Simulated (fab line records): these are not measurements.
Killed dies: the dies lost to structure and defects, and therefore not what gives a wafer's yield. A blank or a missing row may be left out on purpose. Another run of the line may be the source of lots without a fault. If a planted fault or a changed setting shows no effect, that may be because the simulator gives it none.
Matching of chambers | flow n5 finfet | N5_BEOL_M1_CO_CAP_55 on cvd co-01 has 3 sister chambers
The step material Co, precursor CCTBA/H2, target thk 2 nm, time 102.1 s. 24 wafers are shown with their chamber, then 12 later ones without.

== EACH WAFER AND ITS CHAMBER ==
wafer  | chamber | heater power outer w (W) | heater power w (W)
L074.2 | 0       | 118                      | 224
L074.5 | 2       | 106                      | 222
L074.6 | 1       | 148                      | 280
L077.1 | 1       | 148                      | 270
L077.4 | 0       | 117                      | 224
L077.5 | 2       | 106                      | 217
L080.2 | 0       | 119                      | 226
L080.4 | 0       | 115                      | 224
L080.5 | 1       | 146                      | 276
L079.2 | 2       | 105                      | 214
L079.4 | 2       | 107                      | 213
L079.6 | 0       | 116                      | 223
L082.1 | 1       | 149                      | 285
L082.4 | 2       | 107                      | 215
L082.5 | 1       | 147                      | 272
L084.1 | 1       | 148                      | 284
L084.2 | 2       | 105                      | 217
L084.5 | 2       | 105                      | 213
L085.3 | 2       | 107                      | 214
L085.4 | 1       | 145                      | 277
L085.5 | 2       | 106                      | 217
L088.1 | 1       | 146                      | 278
L088.4 | 1       | 147                      | 283
L088.5 | 0       | 118                      | 225

SIGNATURES (means of the wafers above)
reading              | chamber 0 | chamber 1 | chamber 2 | scatter within a chamber
heater power outer w | 117.17    | 147.11    | 106.00    | 1.19
heater power w       | 224.33    | 278.33    | 215.78    | 3.71
Rule: distance of a wafer from a chamber = root of the sum over the readings of ((wafer's reading minus chamber's mean) / reading's scatter) squared. If the next closest chamber is less than 2 further off than the closest, the wafer can't be placed; otherwise it belongs to the closest. The scatter: take each reading less its chamber's mean, square it, sum over the shown wafers, divide by the number of wafers less the number of chambers, and take the root.

== WAFERS WHOSE CHAMBER IS MISSING ==
wafer  | heater power outer w (W) | heater power w (W)
L090.2 | 106                      | 211
L090.3 | 116                      | 222
L090.6 | 109                      | 215
L091.1 | 115                      | 225
L091.3 | 110                      | 214
L091.6 | 145                      | 279
L094.1 | 106                      | 215
L094.4 | 116                      | 226
L094.5 | 149                      | 282
L097.1 | 119                      | 226
L097.2 | 107                      | 214
L097.3 | 145                      | 281

== WHICH CHAMBER EACH WENT THROUGH ==
wafer  | from the rows above | in truth
L090.2 | 2                   | 2
L090.3 | 0                   | 0
L090.6 | 2                   | 2
L091.1 | 0                   | 0
L091.3 | 2                   | 2
L091.6 | 1                   | 1
L094.1 | 2                   | 2
L094.4 | 0                   | 0
L094.5 | 1                   | 1
L097.1 | 0                   | 0
L097.2 | 2                   | 2
L097.3 | 1                   | 1
Correctly placed: 12 of 12. Left unplaced by these rows: 0. Placed wrongly: 0.
